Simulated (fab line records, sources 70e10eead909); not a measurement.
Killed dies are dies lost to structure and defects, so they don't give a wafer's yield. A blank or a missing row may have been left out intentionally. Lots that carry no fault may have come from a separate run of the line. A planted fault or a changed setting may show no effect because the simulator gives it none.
fab line records | flow nandHarc
record lots=6 wafers=17 lastDay=33
route steps=1302 shown A_SLIT@945 A_SIN_REMOVE@947 A_WL_FILL@952
lots with no fault: from the same line, run without faults
startH: start of the lot's first displayed wafer, in hours after the record's first day | waitH: time in hours since the lot's previous step | " unchanged from the row above | L1.1+2: a single row standing in for several wafers | - no value, or no start given | * or withheld: withheld | < > ~ a bound
route shown NAME@n: names a module that has steps shown in the file, with the first one's number in the route | usual: average and standard deviation across the fault-free wafers | same: alike in all rows | chamber/n: place in a boat | sites: each site's reading | _std_site: how widely they spread, as a standard deviation | _edge_site: outer sites' mean less inner sites' | radiusMm: how far each site lies from the wafer's centre | mask NAME#n: copy n | behind: the tool/chamber that last shaped the wafer | hold: the reason the lot was held/the length of the hold in hours/how it ended | device: the n, p or np transistor that did not switch | end of line: the same wafers' tests at the end of the route | for a step that has no rows: nothing shown but its recipe | killed: not the wafer's yield, but the dies lost to structure and defects at the first sort | map: per-die view of a wafer (x killed, . not killed, _ where there is no die)
set.NAME: the setting the step ran with; set.NAME@STEP: the setting that earlier step ran with | model.NAME: the simulator's own value behind a step, which no gauge read
a table for each step, a row for each wafer; lots at some steps of the route
services: a tool's chamber out of use, with start hour (startH, from the record's first day; less than 0 if before it), hours out, and reason
## steps
# step NHARC_A_SLIT_SRD_20
# step NHARC_A_SLIT_CD_MEAS_21
# usual cdNm=289.9/1.1
# columns lot.wafer tool chamber startH waitH cdNm
L560.1 cdSem-02 - 490.71 - 288.3
L560.4 " - " " 289.0
L560.6 " - " " 290.1
L571.3 cdSem-01 - 598.72 - 289.6
L571.6 " - " " 290.5
L572.1 cdSem-02 - 613.18 - 288.0
L572.2 " - " " 288.3
L572.5 " - " " 289.1
L576.1 cdSem-02 - 656.22 - 290.2
L576.5 " - " " 291.0
L576.6 " - " " 289.9
L579.4 cdSem-02 - 674.82 - 290.7
L579.5 " - " " 291.2
L579.6 " - " " 291.0
L580.3 cdSem-02 - 691.43 - 289.9
L580.5 " - " " 290.5
L580.6 " - " " 291.1
# step NHARC_A_SIN_REMOVE_WET_00
# recipe tempC=160 timeS=15300 chemistry=H3PO4
# step NHARC_A_SIN_REMOVE_PRECLEAN_01
# recipe timeS=* tempC=50 bathAgeMin=0 chemistry=SC1
# step NHARC_A_SIN_REMOVE_SRD_02
# step NHARC_A_SIN_REMOVE_INSPECT_04
# usual rawDefectCount=371/90
# columns lot.wafer tool chamber startH waitH rawDefectCount
L560.1 defectInspect-01 - 498.72 0.0 306
L560.4 " - " " 305
L560.6 " - " " 283
L571.3 defectInspect-02 - 607.85 0.0 378
L571.6 " - " " 275
L572.1 defectInspect-02 - 618.57 0.0 442
L572.2 " - " " 416
L572.5 " - " " 395
L576.1 defectInspect-02 - 662.77 0.0 651
L576.5 " - " " 386
L576.6 " - " " 490
L579.4 defectInspect-02 - 681.45 0.1 315
L579.5 " - " " 309
L579.6 " - " " 310
L580.3 defectInspect-01 - 696.99 0.0 355
L580.5 " - " " 293
L580.6 " - " " 361
# step NHARC_A_WL_FILL_ALD_00
# recipe targetThkA=30 pulseTimeS=3 aldCycles=30 tempC=300 material=Al2O3
# usual heaterPowerW=490/62 precursorPulseHeightRel=0.999/0.02
# columns lot.wafer tool chamber startH waitH heaterPowerW precursorPulseHeightRel
L560.1 aldHk-04 2 498.79 0.1 580 1.000
L560.4 " 0 " " 561 0.991
L560.6 " 3 " " 538 0.986
L571.3 aldHk-01 0 607.92 0.1 438 0.989
L571.6 " 0 " " 439 1.015
L572.2 aldHk-01 0 618.81 0.2 450 0.993
L572.1 " 1 " " 412 0.978
L572.5 " 3 " " 525 0.977
L576.1 aldHk-03 3 663.76 1.0 461 1.005
L576.5 " 1 " " 476 0.975
L576.6 " 2 " " 598 1.017
L579.4 aldHk-04 3 681.51 0.1 519 0.995
L579.6 " 3 " " 527 0.995
L579.5 " 0 " " 556 0.990
L580.3 aldHk-04 0 697.41 0.4 525 0.977
L580.6 " 3 " " 509 0.977
L580.5 " 0 " " 544 1.012
# step NHARC_A_WL_FILL_RTA_01
# recipe tempC=1000 timeS=5
# usual lampPowerPct=27.5/0.51 lamp_zone_7_pct=27.9/0.52 wafer_temp_C_max=1003.9/0.73
# columns lot.wafer tool chamber startH waitH lampPowerPct lamp_zone_7_pct wafer_temp_C_max
L560.1 rtpAnneal-02 0 499.06 - 28.1 28.5 1004.4
L560.4 " 0 " " 28.0 28.5 1004.2
L560.6 " 0 " " 28.0 28.5 1005.5
L571.3 rtpAnneal-02 0 608.24 - 28.0 28.4 1002.6
L571.6 " 0 " " 28.1 28.5 1004.9
L572.1 rtpAnneal-01 0 619.06 - 26.9 27.4 1003.5
L572.2 " 0 " " 27.0 27.3 1003.6
L572.5 " 0 " " 26.9 27.4 1004.2
L576.1 rtpAnneal-02 0 663.97 - 28.0 28.5 1005.0
L576.5 " 0 " " 28.0 28.4 1005.1
L576.6 " 0 " " 28.0 28.5 1004.9
L579.4 rtpAnneal-01 0 682.13 0.6 27.0 27.5 1003.2
L579.5 " 0 " " 27.0 27.4 1003.2
L579.6 " 0 " " 27.0 27.4 1003.3
L580.3 rtpAnneal-01 0 697.85 0.4 27.0 27.4 1003.1
L580.5 " 0 " " 27.0 27.4 1002.7
L580.6 " 0 " " 27.0 27.4 1004.2
# step NHARC_A_WL_FILL_ALD_02
# recipe targetThkA=20 pulseTimeS=3 aldCycles=100 tempC=450 material=TiN
# usual heaterPowerW=1103/97 precursorPulseHeightRel=0.998/0.021
# columns lot.wafer tool chamber startH waitH heaterPowerW precursorPulseHeightRel
L560.4 aldMetal-01 2 499.35 0.2 1097 1.033
L560.1 " 3 " " 951 0.993
L560.6 " 1 " " 1095 1.001
L571.3 aldMetal-02 3 608.47 0.2 1086 0.976
L571.6 " 1 " " 1314 0.995
L572.2 aldMetal-04 3 619.34 0.2 1108 0.956
L572.1 " 0 " " 1220 1.026
L572.5 " 2 " " 1139 1.045
L576.1 aldMetal-01 3 664.30 0.3 989 1.010
L576.6 " 0 " " 1011 0.991
L576.5 " 1 " " 1091 0.996
L579.4 aldMetal-02 0 682.38 0.2 1004 1.015
L579.6 " 3 " " 1027 0.990
L579.5 " 0 " " 1013 1.026
L580.3 aldMetal-04 3 698.12 0.2 1107 1.018
L580.5 " 0 " " 1263 0.992
L580.6 " 1 " " 1074 1.001
# step NHARC_A_WL_FILL_CVD_03
# recipe targetThkA=400 tempC=300 pressureTorr=40 wf6FlowSccm=40 h2FlowSccm=1600 arFlowSccm=1560 timeS=279 material=W
# usual chamberPressureTorr=39.99/0.086 heaterPowerW=493/63 throttleValvePct=8.1/0.43
# columns lot.wafer tool chamber startH waitH chamberPressureTorr heaterPowerW throttleValvePct
L560.1 cvdW-02 0 499.77 0.1 40.09 516 8.8
L560.4 " 0 " " 40.10 517 8.5
L560.6 " 0 " " 40.01 523 8.6
L571.3 cvdW-01 1 608.99 0.2 39.82 516 8.5
L571.6 " 0 " " 40.02 369 7.7
L572.2 cvdW-02 1 619.71 0.1 39.92 558 7.8
L572.1 " 0 " " 39.91 508 8.3
L572.5 " 1 " " 40.07 548 7.7
L576.1 cvdW-02 1 664.67 0.1 39.89 518 7.8
L576.6 " 0 " " 39.98 491 8.1
L576.5 " 1 " " 39.90 525 7.9
L579.4 cvdW-02 0 682.88 0.2 40.18 480 8.0
L579.5 " 0 " " 39.99 503 8.2
L579.6 " 1 " " 39.96 539 7.8
L580.3 cvdW-01 0 698.54 0.2 40.00 360 7.6
L580.5 " 0 " " 40.02 372 7.9
L580.6 " 1 " " 40.07 521 8.7
# step NHARC_A_WL_FILL_ETCHBACK_04
# recipe targetDepthA=600 timeS=120 chemistry=NF3
# usual drypumpMotorCurrentA=5.9/0.58 oesProductAu=0.993/0.011
# columns lot.wafer tool chamber startH waitH drypumpMotorCurrentA oesProductAu rfHoursCounterH
L560.1 rieMetal-02 1 500.10 0.3 6.3 0.978 0.9
L560.4 " 0 " " 6.0 0.987 -
L560.6 " 1 " " 6.3 0.978 -
L571.3 rieMetal-03 0 609.30 0.3 6.6 0.987 -
L571.6 " 1 " " 5.3 0.778 -
L572.2 rieMetal-03 0 620.08 0.3 6.6 1.004 1.9
L572.1 " 1 " " 5.3 0.775 1.5
L572.5 " 0 " " 6.6 0.993 -
L576.1 rieMetal-01 0 664.99 0.3 5.4 1.016 1.4
L576.5 " 0 " " 5.4 1.005 -
L576.6 " 1 " " 4.9 0.991 -
L579.4 rieMetal-01 1 683.26 0.3 5.0 1.010 -
L579.6 " 0 " " 5.4 1.005 -
L579.5 " 1 " " 4.9 1.010 -
L580.3 rieMetal-03 1 698.91 0.3 5.3 0.999 -
L580.5 " 0 " " 6.6 0.990 -
L580.6 " 1 " " 5.3 0.994 -
# step NHARC_A_WL_FILL_ETCHBACK_05
# recipe targetDepthA=220 timeS=60 tempC=40 chemistry=Cl2/BCl3
# usual drypumpMotorCurrentA=5.9/0.57 oesProductAu=0.993/0.011
# columns lot.wafer tool chamber startH waitH drypumpMotorCurrentA oesProductAu rfHoursCounterH
L560.1 rieMetal-02 1 500.41 0.3 6.2 0.980 1.1
L560.4 " 1 " " 6.2 0.974 -
L560.6 " 0 " " 6.0 0.993 -
L571.3 rieMetal-03 1 609.50 0.2 5.3 0.992 -
L571.6 " 1 " " 5.3 0.979 -
L572.1 rieMetal-03 1 620.32 0.2 5.3 0.986 1.6
L572.2 " 0 " " 6.6 0.993 2.1
L572.5 " 1 " " 5.3 0.983 -
L576.1 rieMetal-01 1 665.24 0.2 5.0 1.000 1.5
L576.6 " 0 " " 5.4 1.019 -
L576.5 " 1 " " 5.0 1.001 -
L579.4 rieMetal-01 1 683.43 0.1 4.9 0.997 -
L579.5 " 0 " " 5.4 1.019 -
L579.6 " 1 " " 4.9 1.010 -
L580.3 rieMetal-02 0 699.10 0.2 6.0 0.997 -
L580.5 " 0 " " 6.0 0.986 -
L580.6 " 1 " " 6.3 0.985 -
## services
# columns tool chamber startH hours kind
aldHk-01 - 476.66 10.0 pm
aldMetal-02 - 491.52 1.9 repair
rieMetal-03 - 521.82 9.0 pm
aldMetal-01 - 526.00 10.0 pm
aldMetal-02 1 527.49 25.9 repair
cvdW-01 - 547.12 13.0 pm
rieMetal-03 - 571.34 0.6 repair
aldHk-03 - 571.62 10.0 pm
rieMetal-01 - 575.00 9.0 pm
cvdW-02 0 579.05 2.6 repair
aldHk-03 - 582.38 1.3 repair
rieMetal-03 1 596.75 2.3 repair
aldMetal-02 0 602.88 5.4 repair
aldMetal-02 - 611.11 10.0 pm
rieMetal-01 - 617.17 0.3 repair
aldHk-04 - 622.47 1.4 repair
rieMetal-02 - 631.00 9.0 pm
cvdW-02 - 631.12 13.0 pm
aldMetal-04 - 652.00 10.0 pm
aldHk-01 - 654.66 10.0 pm
cvdW-01 0 682.25 1.3 repair
aldMetal-02 3 685.59 5.4 repair
rieMetal-03 0 687.96 8.6 repair
rieMetal-03 - 699.01 9.0 pm
## key
firstSign step=NHARC_A_WL_FILL_ETCHBACK_04 reading=oesProductAu direction=down sigmas=20 usual=0.993 struck=0.777
effect none on later readings
metAt NHARC_A_WL_FILL_ETCHBACK_04
struckWafers L571.6,L572.1
laterRowsLeftOut L571.6,L572.1
sortLeftOut L571.6,L572.1
testerLeftOut L571,L572
fault kind=processParameterDrift tool=rieMetal-03 chamber=- onsetH=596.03 steps=NHARC_A_WL_FILL_ETCHBACK_04 channel=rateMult offset=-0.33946 shape=step endH=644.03 scope=struckWafersOnly
# testerLeftOut: of these lots the tester's yield and bins aren't shown, on N5 and GAA mostly nor the transistor test; their killed dies are dies lost to structure and defects alone, not to doping, threshold or leakage, so they don't give the yield
# sortLeftOut: the simulated sort isn't trusted on such a fault, so these wafers' sort isn't shown, and their yield isn't known
# laterRowsLeftOut: the simulator's readings of these wafers behind a module that went badly wrong aren't trusted and aren't shown, but for the sort
